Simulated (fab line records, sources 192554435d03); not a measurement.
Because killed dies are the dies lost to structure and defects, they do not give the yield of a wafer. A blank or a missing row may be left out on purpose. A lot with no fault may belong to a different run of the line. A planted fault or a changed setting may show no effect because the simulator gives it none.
fab line records + flow n5_finfet
[record]
- lots = 5
- wafers = 12
- last_day = 16
route steps=1938 shown BEOL_M13@1682 BEOL_M14@1716 BEOL_M15@1830 PASSIVATION@1936
lots that met no fault: taken from a fault-free run of the same line
start_h: hours from the record's opening day to when the first of the lot's shown wafers began + wait_h: hours since the lot's step before + " the same as in the row above + L1.1+2: one row covering several wafers at once + - no value, or no start was given + * or withheld: withheld + < > ~ a bound
route shown NAME@n: names a module that has steps shown in the file, with the first one's number in the route + usual: average and standard deviation across the fault-free wafers + same: alike in all rows + chamber/n: place in a boat + sites: readings site by site + _std_site: their standard deviation + _edge_site: mean of outer sites minus mean of inner sites + radius_mm: how far each site lies from the wafer's centre + mask NAME#n: copy n + behind: the last tool/chamber to shape the wafer + hold: why the lot went on hold/how many hours it stayed there/how the hold came to an end + device: names the non-switching transistor (n, p or np) + end of line: tests of these same wafers at the route's end + for a step that has no rows: nothing shown but its recipe + killed: not the wafer's yield, but the dies lost to structure and defects at the first sort + map: the dies of a wafer, with x for killed, . for not killed, _ for no die there
set.NAME: setting as actually run; set.NAME@STEP: the setting as run at that earlier step + model.NAME: the simulator's own value behind a step, which no gauge read
a table for each step, a row for each wafer; lots at some steps of the route
services: when a tool's chamber went out of use (start_h, in hours from the record's first day, below 0 if earlier), for how many hours, and the reason
[[steps]]
[step N5_BEOL_M13_COAT_22]
[recipe]
- spin_rpm = 2888
- resist_thk_nm = 300
[step N5_BEOL_M13_EBR_24]
[recipe]
- solvent = PGMEA
- ebr_width_mm = 1.5
[step N5_BEOL_M13_SOFTBAKE_23]
[recipe]
- temp_c = 130
- time_s = 60
[step N5_BEOL_M13_EXPOSE_25]
[recipe]
- mask_id = M13
- na = 0.93
- source_shape = conventional
- sigma_outer = 0.4
- polarization = unpolarized
- target_cd_nm = 210
- dose_mj = 22
[step N5_BEOL_M13_PEB_26]
[recipe]
- peb_temp_c = 130
- peb_time_s = 90
[step N5_BEOL_M13_DEVELOP_27]
[recipe]
- develop_time_s = 45
- rinse_liquid = diw
- dry = air_spin
- dev_temp_c = 21
[step N5_BEOL_M13_HARDBAKE_32]
[recipe]
- temp_c = 130
- time_s = 120
[step N5_BEOL_M13_DESCUM_33]
[recipe]
- chemistry = O2
- time_s = 7.9
- source_power_w = 50
- bias_power_w = 20
- pressure_mtorr = 20
- rf_frequency_hz = 2.712e+07
- temp_c = 40
- o2_flow_sccm = 225
[step N5_BEOL_M13_ETCH_67]
[recipe]
- chemistry = CF4
- target = SiARC
- target_depth_a = 1430
- time_s = 238.3
- ion_energy_ev = 80
- pressure_mtorr = 40
- source_w = 545
- bias_w = 36
- Ar_flow_sccm = 100
- cf4_flow_sccm = 100
- ends = cleared
[step N5_BEOL_M13_ETCH_68]
[recipe]
- chemistry = N2/H2
- target = SOC
- mask_material = SiARC
- source_w = 3000
- bias_w = 350
- temp_c = 40
- time_s = 355
- ion_energy_ev = 200
- pressure_mtorr = 30
- n2_flow_sccm = 200
- h2_flow_sccm = 200
[usual]
- drypump_motor_current_A = 5.9/0.33
- oes_product_au = 0.78/0.062
- rf_vpp_V = 525.2/2.3
- showerhead_plenum_p_Torr = 2.59/0.076
- throttle_valve_pct = 17.83/0.26
| lot.wafer | tool        | chamber | start_h | wait_h | drypump_motor_current_A | oes_product_au | rf_hours_counter_h | rf_vpp_V | showerhead_plenum_p_Torr | throttle_valve_pct | model.SiARC_of_BEOL_M13_COAT_66.thk_nm | model.BEOL_M13.cd_nm |
|-----------|-------------|---------|---------|--------|-------------------------|----------------|--------------------|----------|--------------------------|--------------------|----------------------------------------|----------------------|
| L944.3    | rie_diel-05 | 3       | 238.05  | 0.1    | 6.1                     | 0.81           | 83                 | 527.6    | 2.68                     | 17.81              | 77.6                                   | 210.2                |
| L944.4    | "           | 2       | "       | "      | 6.4                     | 0.76           | 166                | 526.3    | 2.66                     | 18.24              | 77.4                                   | 210.6                |
| L944.6    | "           | 2       | "       | "      | 6.4                     | 0.75           | -                  | 526.3    | 2.66                     | 18.25              | 77.6                                   | 209                  |
| L956.1    | rie_diel-03 | 2       | 316.75  | 0.1    | 5.4                     | 0.75           | 147                | 523.6    | 2.56                     | 17.94              | 76.8                                   | 209.6                |
| L956.4    | "           | 1       | "       | "      | 5.9                     | 0.69           | 232                | 525.8    | 2.60                     | 18.11              | 77                                     | 210.4                |
| L956.5    | "           | 0       | "       | "      | 5.2                     | 0.87           | -                  | 523.4    | 2.58                     | 17.60              | 76.4                                   | 210                  |
| L957.2    | rie_diel-05 | 1       | 323.59  | 0.1    | 5.8                     | 0.63           | 89                 | 524.1    | 2.56                     | 17.78              | 89.4                                   | 206                  |
| L957.6    | "           | 2       | "       | "      | 6.3                     | 0.73           | -                  | 527.8    | 2.64                     | 18.28              | 78                                     | 213.4                |
| L958.2    | rie_diel-05 | 1       | 327.07  | 0.1    | 5.7                     | 0.62           | 90                 | 524.5    | 2.56                     | 17.77              | 89.8                                   | 207.6                |
| L958.5    | "           | 0       | "       | "      | 6.1                     | 0.55           | -                  | 527.0    | 2.63                     | 17.73              | 89.4                                   | 203.4                |
| L962.5    | rie_diel-05 | 2       | 349.41  | 0.1    | 6.3                     | 0.55           | -                  | 525.1    | 2.64                     | 18.29              | 89.6                                   | 204.8                |
| L962.6    | "           | 1       | "       | "      | 5.8                     | 0.82           | -                  | 522.8    | 2.56                     | 17.79              | 77.4                                   | 210.6                |
[step N5_BEOL_M13_STRIP_69]
[recipe]
- chemistry = N2/H2
- temp_c = 40
- n2_flow_sccm = 200
- h2_flow_sccm = 200
- rf_frequency_hz = 6e+07
[step N5_BEOL_M13_TRENCH_ETCH_34]
[recipe]
- chemistry = C4F8/O2/Ar
- target = SiOC
- target_depth_a = 4134.7
- mask_material = SOC
- pressure_mtorr = 30
- source_w = 3000
- bias_w = 700
- Ar_flow_sccm = 400
- C4F8_flow_sccm = 15
- O2_flow_sccm = 8
- he_inner_torr = 15
- he_outer_torr = 30
- time_s = 162.6
- ion_energy_ev = 250
[step N5_BEOL_M13_STRIP_70]
[recipe]
- chemistry = C4F8/O2/Ar
- resist = SiARC
- rf_frequency_hz = 6e+07
[step N5_BEOL_M13_STRIP_37]
[recipe]
- chemistry = N2/H2
- power_w = 1000
- temp_c = 250
- h2_frac = 0.65
- overash_fraction = 0.3
- pressure_mtorr = withheld
- n2_flow_sccm = 1750
- h2_flow_sccm = 3250
[step N5_BEOL_M13_ETCH_38]
[recipe]
- chemistry = CF4/N2
- target = SiCN
- target_depth_a = 675
- taper_deg = 2
- time_s = 71.9
- ion_energy_ev = 150
- mask_material = SiO2
- pressure_mtorr = 40
- source_w = 430
- bias_w = 70
- Ar_flow_sccm = 100
- cf4_flow_sccm = 60
- n2_flow_sccm = 60
[usual]
- drypump_motor_current_A = 5.77/0.3
- oes_product_au = 0.77/0.075
- rf_vpp_V = 382.6/2.3
- showerhead_plenum_p_Torr = 2.22/0.085
- throttle_valve_pct = 15.43/0.26
| lot.wafer | tool        | chamber | start_h | wait_h | drypump_motor_current_A | oes_product_au | rf_hours_counter_h | rf_vpp_V | showerhead_plenum_p_Torr | throttle_valve_pct | model.BEOL_M13.cd_nm |
|-----------|-------------|---------|---------|--------|-------------------------|----------------|--------------------|----------|--------------------------|--------------------|----------------------|
| L944.3    | rie_diel-03 | 1       | 243.87  | -      | 5.92                    | 0.70           | 213                | 384.9    | 2.27                     | 15.90              | 210                  |
| L944.4    | "           | 2       | "       | "      | 5.49                    | 0.77           | 128                | 383.1    | 2.22                     | 15.48              | 210.6                |
| L944.6    | "           | 0       | "       | "      | 5.19                    | 0.91           | -                  | 381.4    | 2.24                     | 15.19              | 209                  |
| L956.1    | rie_diel-03 | 1       | 317.28  | -      | 5.89                    | 0.69           | 232                | 383.6    | 2.27                     | 15.92              | 208.8                |
| L956.4    | "           | 0       | "       | "      | 5.16                    | 0.88           | 52                 | 383.8    | 2.24                     | 15.23              | 210.2                |
| L956.5    | "           | 0       | "       | "      | 5.17                    | 0.88           | -                  | 382.9    | 2.24                     | 15.22              | 209.4                |
| L957.2    | rie_diel-04 | 1       | 324.35  | -      | 5.65                    | 0.88           | 30                 | 380.6    | 2.16                     | 14.95              | 205.8                |
| L957.6    | "           | 0       | "       | "      | 5.86                    | 0.71           | -                  | 384.3    | 2.28                     | 15.55              | 213.6                |
| L958.2    | rie_diel-04 | 0       | 333.17  | -      | 5.84                    | 0.71           | 212                | 383.8    | 2.28                     | 15.55              | 207.6                |
| L958.5    | "           | 1       | "       | "      | 5.67                    | 0.87           | -                  | 380.6    | 2.16                     | 14.94              | 203.6                |
| L962.5    | rie_diel-03 | 2       | 349.93  | -      | 5.46                    | 0.75           | -                  | 381.0    | 2.21                     | 15.54              | 205.2                |
| L962.6    | "           | 1       | "       | "      | 5.89                    | 0.68           | -                  | 383.5    | 2.26                     | 15.96              | 210.6                |
[step N5_BEOL_M13_PRECLEAN_39]
[recipe]
- chemistry = residue_remover
- time_s = 60
- temp_c = 40
[step N5_BEOL_M13_SRD_40]
[recipe]
- time_s = 30
- temp_c = 23
- rinse_liquid = diw
- dry = n2_spin
- spin_rpm = 1500
- dry_time_s = 30
[step N5_BEOL_M13_DEGAS_41]
[recipe]
- ambient = vacuum
- temp_c = 250
- time_s = 60
[step N5_BEOL_M13_PRE_CLEAN_42]
[recipe]
- gas = H2/He
- time_s = 30
- temp_c = 250
[step N5_BEOL_M13_SPUTTER_43]
[recipe]
- material = TaN
- target_thk_a = 150
- temp_c = 50
- bias_v = 168.6
- power_w = 15000
- chamber_pressure_pa = 0.12
- time_s = 24.19
[step N5_BEOL_M13_SPUTTER_44]
[recipe]
- material = Ta
- target_thk_a = 100
- temp_c = 50
- bias_v = 80
- power_w = 15000
- chamber_pressure_pa = 0.07
- time_s = 16.13
[step N5_BEOL_M13_SPUTTER_45]
[recipe]
- material = Cu
- target_thk_a = 800
- temp_c = -20
- bias_v = 60
- power_w = 26000
- chamber_pressure_pa = 0.13
- time_s = 13.33
[step N5_BEOL_M13_ECD_47]
[recipe]
- material = Cu
- target_thk_a = 9360
[step N5_BEOL_M13_ANNEAL_48]
[recipe]
- temp_c = 225
- time_s = 90
- ambient = N2
[step N5_BEOL_M13_CMP_49]
[recipe]
- stop_on = SiOC
- t_overpolish_s = 17.1
- down_force_psi = 1
- platen_rpm = 50
- clearing_platen_down_force_psi = 1.5
- clearing_platen_rpm = 50
- post_cmp_clean = cu_alkaline
- target_thk_nm = 420
- clearing_platen_pad_velocity_m_s = 0.99484
- pad_velocity_m_s = 0.99484
[step N5_BEOL_M13_PRE_CLEAN_52]
[recipe]
- gas = NH3
- time_s = 15
- temp_c = withheld
- rf_power_w = 300
[step N5_BEOL_M13_DEP_53]
[recipe]
- material = SiCN
- target_thk_a = 500
- temp_c = withheld
- precursor = 3MS/NH3
- pressure_torr = 3
- rf_w = 675
- time_s = 17.8
[step N5_BEOL_M14_ILD_DEP_00]
[recipe]
- material = SiO2
- target_thk_a = 11193
- temp_c = 400
- precursor = TEOS/O2
- pressure_torr = 6.5
- rf_w = 900
- teos_flow_sccm = 161.4
- gas = O2
- flow_sccm = 2650
- time_s = 237.4
[step N5_BEOL_M14_COAT_58]
[recipe]
- resist = BARC
- temp_c = 205
- time_s = 60
- spin_rpm = 1500
- resist_thk_nm = 89
[step N5_BEOL_M14_COAT_04]
[recipe]
- spin_rpm = 1704
- resist_thk_nm = 800
[step N5_BEOL_M14_EBR_06]
[recipe]
- solvent = PGMEA
- ebr_width_mm = 1.5
[step N5_BEOL_M14_SOFTBAKE_05]
[recipe]
- temp_c = 130
- time_s = 60
[step N5_BEOL_M14_EXPOSE_07]
[recipe]
- mask_id = V13
- na = 0.8
- source_shape = annular
- sigma_inner = 0.5
- sigma_outer = 0.8
- polarization = unpolarized
- attpsm_phase_deg = 180
- dose_mj = 57
[step N5_BEOL_M14_PEB_08]
[recipe]
- peb_temp_c = 130
- peb_time_s = 90
[step N5_BEOL_M15_RC_MEAS_101]
[usual]
- etest_temp_c = 25.00/0.11
- COMB_M10 = 1.5e-11/3.2e-12
- COMB_M11 = 1.5e-11/3.1e-12
- COMB_M12 = 6.7e-12/1.2e-12
- COMB_M13 = 5.1e-12/1.1e-12
- COMB_M14 = 3.8e-12/7.3e-13
- COMB_M15 = 2.8e-12/4.5e-13
- COMB_M5 = 3.5e-11/6.9e-12
- COMB_M6 = 2.6e-11/5.4e-12
- COMB_M7 = 2.6e-11/5.1e-12
- COMB_M8 = 2.5e-11/4.8e-12
- COMB_M9 = 1.5e-11/3e-12
- SERP_M10 = 3.08/0.082
- SERP_M11 = 3.06/0.072
- SERP_M12 = 0.628/0.016
- SERP_M13 = 0.309/0.0049
- SERP_M13_max_site = 0.312/0.0052
- SERP_M14 = 0.159/0.0045
- SERP_M5 = 38.2/1.7
- SERP_M5_max_site = 39.5/1.9
- SERP_M6 = 13.5/0.51
- SERP_M7 = 13.9/0.56
- SERP_M8 = 13.8/0.61
- SERP_M9 = 3.08/0.087
| lot.wafer | tool      | chamber | start_h | wait_h | etest_temp_c | COMB_M10[S/m] | COMB_M11[S/m] | COMB_M12[S/m] | COMB_M13[S/m] | COMB_M14[S/m] | COMB_M15[S/m] | COMB_M5[S/m] | COMB_M6[S/m] | COMB_M7[S/m] | COMB_M8[S/m] | COMB_M9[S/m] | SERP_M10[ohm/um] | SERP_M11[ohm/um] | SERP_M12[ohm/um] | SERP_M13[ohm/um] | SERP_M13_max_site[ohm/um] | SERP_M14[ohm/um] | SERP_M5[ohm/um] | SERP_M5_max_site[ohm/um] | SERP_M6[ohm/um] | SERP_M7[ohm/um] | SERP_M8[ohm/um] | SERP_M9[ohm/um] |
|-----------|-----------|---------|---------|--------|--------------|---------------|---------------|---------------|---------------|---------------|---------------|--------------|--------------|--------------|--------------|--------------|------------------|------------------|------------------|------------------|---------------------------|------------------|-----------------|--------------------------|-----------------|-----------------|-----------------|-----------------|
| L944.3    | prober-02 | 0       | 261.49  | 0.3    | 24.99        | 1.1e-11       | 1.8e-11       | 5.7e-12       | 7.2e-12       | 4.2e-12       | 2.7e-12       | 5.8e-11      | 2.6e-11      | 2.5e-11      | 2.8e-11      | 1.14e-11     | 3.04             | 3.14             | 0.633            | 0.309            | 0.311                     | 0.164            | 37.9            | 40.1                     | 14.3            | 13.1            | 13.3            | 2.94            |
| L944.4    | "         | 0       | "       | "      | 25.14        | 1.2e-11       | 1.4e-11       | 4.9e-12       | 6.2e-12       | 4.3e-12       | 2.6e-12       | 3.8e-11      | 2.1e-11      | 2.5e-11      | 2.8e-11      | 1.52e-11     | 3.09             | 3.01             | 0.641            | 0.310            | 0.315                     | 0.161            | 39.1            | 40.6                     | 13.5            | 13.3            | 13.7            | 3.07            |
| L944.6    | "         | 0       | "       | "      | 25.02        | 1.2e-11       | 1.4e-11       | 6.7e-12       | 6.2e-12       | 4e-12         | 2.9e-12       | 3.8e-11      | 2.9e-11      | 2.6e-11      | 4.2e-11      | 1.71e-11     | 3.09             | 3.07             | 0.658            | 0.314            | 0.317                     | 0.154            | 37.6            | 39.7                     | 13.3            | 13.2            | 14.5            | 3.04            |
| L956.1    | prober-02 | 0       | 331.54  | 0.0    | 25.13        | 1.3e-11       | 1.6e-11       | 6.1e-12       | 5.9e-12       | 3.5e-12       | 3e-12         | 2.4e-11      | 3e-11        | 2.8e-11      | 2.4e-11      | 1.67e-11     | 3.11             | 3.03             | 0.663            | 0.307            | 0.314                     | 0.157            | 40.4            | 42.2                     | 13.2            | 14.4            | 12.8            | 3.08            |
| L956.4    | "         | 0       | "       | "      | 24.98        | 1.4e-11       | 1.6e-11       | 5.3e-12       | 4.6e-12       | 3.5e-12       | 3.1e-12       | 3e-11        | 2.3e-11      | 3.2e-11      | 2.4e-11      | 1.35e-11     | 3.03             | 3.10             | 0.636            | 0.306            | 0.308                     | 0.150            | 39.1            | 40.6                     | 13.8            | 15.3            | 12.8            | 3.01            |
| L956.5    | "         | 0       | "       | "      | 25.04        | 1.7e-11       | 1.5e-11       | 8.9e-12       | 6.3e-12       | 3.5e-12       | 3.4e-12       | 3.1e-11      | 3.5e-11      | 2e-11        | 2.6e-11      | 1.76e-11     | 3.01             | 2.97             | 0.631            | 0.306            | 0.311                     | 0.155            | 41.6            | 42.7                     | 13.7            | 14.3            | 13.8            | 3.12            |
| L957.2    | prober-02 | 0       | 341.02  | 0.2    | 24.77        | 1.7e-11       | 1.2e-11       | 6.5e-12       | 5.5e-12       | 3.3e-12       | 2.7e-12       | 3.7e-11      | 2.8e-11      | 3e-11        | 2.3e-11      | 1.46e-11     | 2.93             | 3.08             | 0.614            | 0.319            | 0.322                     | 0.154            | 36.5            | 37.1                     | 14.0            | 14.4            | 14.1            | 3.14            |
| L957.6    | "         | 0       | "       | "      | 24.91        | 2.2e-11       | 1.5e-11       | 4.1e-12       | 6.2e-12       | 3e-12         | 4.6e-12       | 3e-11        | 2.8e-11      | 2.9e-11      | 2.9e-11      | 1.32e-11     | 3.15             | 2.98             | 0.624            | 0.301            | 0.307                     | 0.156            | 37.8            | 39.8                     | 13.1            | 14.4            | 13.8            | 3.14            |
| L958.2    | prober-02 | 0       | 346.15  | 0.2    | 25.17        | 1.2e-11       | 1.4e-11       | 5.8e-12       | 5.6e-12       | 4e-12         | 3.2e-12       | 3.1e-11      | 3.6e-11      | 2.6e-11      | 2.4e-11      | 1.48e-11     | 2.99             | 3.04             | 0.624            | 0.317            | 0.319                     | 0.160            | 36.9            | 39.1                     | 14.1            | 13.7            | 13.5            | 3.11            |
| L958.5    | "         | 0       | "       | "      | 24.97        | 1.8e-11       | 1.4e-11       | 5.8e-12       | 4.9e-12       | 4.5e-12       | 2.7e-12       | 4.1e-11      | 3.8e-11      | 2.1e-11      | 1.9e-11      | 2.31e-11     | 2.97             | 3.01             | 0.611            | 0.325            | 0.333                     | 0.160            | 38.6            | 39.7                     | 13.4            | 13.6            | 13.4            | 3.17            |
| L962.5    | prober-02 | 0       | 363.86  | 0.6    | 25.09        | 1.2e-11       | 1.5e-11       | 6.8e-12       | 4.1e-12       | 3.4e-12       | 3.1e-12       | 3.4e-11      | 3.9e-11      | 2.4e-11      | 2.1e-11      | 1.7e-11      | 2.95             | 3.07             | 0.637            | 0.323            | 0.327                     | 0.160            | 36.7            | 37.8                     | 12.9            | 14.6            | 13.5            | 3.06            |
| L962.6    | "         | 0       | "       | "      | 25.09        | 1.5e-11       | 1.4e-11       | 5.8e-12       | 4.1e-12       | 4.9e-12       | 2.8e-12       | 3.2e-11      | 2.4e-11      | 2.5e-11      | 2e-11        | 1.12e-11     | 3.04             | 3.09             | 0.607            | 0.309            | 0.312                     | 0.151            | 38.5            | 40.0                     | 14.4            | 14.6            | 14.0            | 3.27            |
// sites SERP_M13 radius_mm=0,75,75,75,75,140,140,140,140
L944.3 0.308 0.309 0.308 0.311 0.311 0.306 0.310 0.309 0.308
L956.1 0.305 0.306 0.307 0.306 0.305 0.311 0.309 0.314 0.310
L957.2 0.319 0.321 0.322 0.322 0.322 0.317 0.318 0.318 0.317
L958.2 0.319 0.315 0.317 0.318 0.317 0.317 0.317 0.316 0.319
L962.5 0.323 0.324 0.327 0.325 0.327 0.320 0.318 0.322 0.319
[step N5_PASSIVATION_PROBE_49]
[usual]
- defect_limited_yield = 91.4/1.5
- killed_at_M0_to_M3 = 33/9.8
- killed_at_M4_up = 14/5.5
- killed_at_contacts = 12/6.5
- killed_at_front_end = 38/11
- killed_at_other = 3/3.1
- killed_dies = 101/17
- killed_open = 66/13
- killed_short = 32/7.5
- sort_bin_5_function = 5.0/1
- sort_bin_6_memory = 3.2/0.69
- sort_n_pass = 1079/17
- sort_yield_pct = 91.4/1.5
[same]
- gross_dies = 1180
- killed_at_back_side = 0
- sort_bin_4_leakage[%] = 0
- sort_bin_8_speed[%] = 0
| lot.wafer | tool      | chamber | start_h | wait_h | defect_limited_yield[%] | killed_at_M0_to_M3 | killed_at_M4_up | killed_at_contacts | killed_at_front_end | killed_at_other | killed_dies | killed_open | killed_short | sort_bin_5_function[%] | sort_bin_6_memory[%] | sort_n_pass | sort_yield_pct[%] |
|-----------|-----------|---------|---------|--------|-------------------------|--------------------|-----------------|--------------------|---------------------|-----------------|-------------|-------------|--------------|------------------------|----------------------|-------------|-------------------|
| L956.1    | prober-01 | -       | 347.44  | 0.0    | 92.3                    | 17                 | 7               | 15                 | 51                  | 1               | 91          | 66          | 23           | 4.4                    | 3.0                  | 1089        | 92.3              |
| L956.4    | prober-01 | -       | 347.59  | 0.2    | 91.6                    | 46                 | 11              | 16                 | 25                  | 1               | 99          | 66          | 29           | 5.1                    | 2.6                  | 1081        | 91.6              |
| L956.5    | prober-01 | -       | 347.64  | 0.2    | 91.8                    | 42                 | 10              | 10                 | 33                  | 2               | 97          | 63          | 33           | 4.3                    | 3.6                  | 1083        | 91.8              |
| L962.5    | prober-01 | -       | 377.16  | 0.2    | 92.0                    | 35                 | 21              | 4                  | 31                  | 3               | 94          | 59          | 27           | 4.7                    | 2.5                  | 1086        | 92.0              |
| L962.6    | prober-01 | -       | 377.21  | 0.3    | 90.8                    | 35                 | 22              | 17                 | 33                  | 1               | 108         | 78          | 29           | 5.5                    | 3.3                  | 1072        | 90.8              |
// killed by level:class
L956.1 STI_FIN_REVEAL:geometric_particle:open=22 MOL_CONTACT_COAG:geometric_particle:open=11 FIN_SAQP:geometric_particle:open=5 FIN_SAQP:geometric_particle:short=4 MOL_CONTACT_COAG:geometric_particle:short=4 BEOL_M3:geometric_particle:open=4 FIN_CUT:geometric_particle:open=3 BEOL_M0_SAQP:geometric_particle:open=3
L956.4 MOL_CONTACT_COAG:geometric_particle:open=13 BEOL_M0_SAQP:geometric_particle:open=12 BEOL_M0_SAQP:geometric_particle:short=11 BEOL_M1:geometric_particle:open=7 BEOL_M0:geometric_particle:open=7 BEOL_M4:geometric_particle:open=6 FIN_SAQP:geometric_particle:open=5 STI_FIN_REVEAL:geometric_particle:open=5
L956.5 BEOL_M0_SAQP:geometric_particle:short=13 MOL_CONTACT_COAG:geometric_particle:open=8 BEOL_M3:geometric_particle:open=7 GATE_CUT:geometric_particle:open=6 BEOL_M0_SAQP:geometric_particle:open=6 FIN_SAQP:geometric_particle:short=5 STI_FIN_REVEAL:geometric_particle:open=5 BEOL_M2:geometric_particle:open=5
L962.5 FIN_SAQP:geometric_particle:open=8 BEOL_M4:geometric_particle:open=8 BEOL_M2:geometric_particle:open=8 BEOL_M3:geometric_particle:open=7 BEOL_M5:geometric_particle:open=6 HKMG_FIN:area_etch=6 BEOL_M0_SAQP:geometric_particle:short=5 BEOL_M1:geometric_particle:open=5
L962.6 FIN_SAQP:geometric_particle:open=11 MOL_CONTACT_COAG:geometric_particle:open=11 BEOL_M2:geometric_particle:open=10 MOL_CONTACT_COAG:geometric_particle:short=6 BEOL_M1:geometric_particle:open=6 DUMMY_GATE:geometric_particle:open=5 BEOL_M0_SAQP:geometric_particle:open=5 BEOL_M3:geometric_particle:open=5
[[services]]
| tool        | chamber | start_h | hours | kind   |
|-------------|---------|---------|-------|--------|
| rie_diel-04 | 2       | 272.67  | 4.3   | repair |
| rie_diel-05 | 0       | 282.06  | 8.2   | repair |
| rie_diel-05 | 1       | 297.76  | 7.1   | repair |
| rie_diel-03 | 3       | 329.38  | 6.4   | repair |
[[key]]
[first_sign]
- step = N5_BEOL_M13_ETCH_68
- reading = oes_product_au
- direction = down
- sigmas = 3
- usual = 0.78
- struck = 0.59
[effect]
- step = N5_BEOL_M15_RC_MEAS_101
- reading = SERP_M13
- direction = up
- sigmas = 2.5
- usual = 0.309
- struck = 0.321
[model_effect]
- step = N5_BEOL_M13_ETCH_68
- value = SiARC_of_BEOL_M13_COAT_66.thk_nm
- without = 77.25
- struck = 89.55
[model_effect]
- step = N5_BEOL_M13_ETCH_38
- value = BEOL_M13.cd_nm
- without = 211.9
- struck = 205.6
met_at N5_BEOL_M13_ETCH_68
struck_wafers L957.2,L958.2,L958.5,L962.5
[baseline_loss]
- step = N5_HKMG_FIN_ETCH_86
- wafers = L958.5
onset_between 238.05 323.59
[fault]
- kind = process_parameter_drift
- tool = rie_diel-05
- chamber = -
- onset_h = 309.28
- steps = N5_BEOL_M13_ETCH_68
- channel = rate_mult
- offset = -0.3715
- shape = step
- end_h = 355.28
- scope = struck_wafers_only
// baseline_loss: these wafers lose ten dies or more at that step, a loss of the line's own and not of a fault; the sort's usual values leave them out
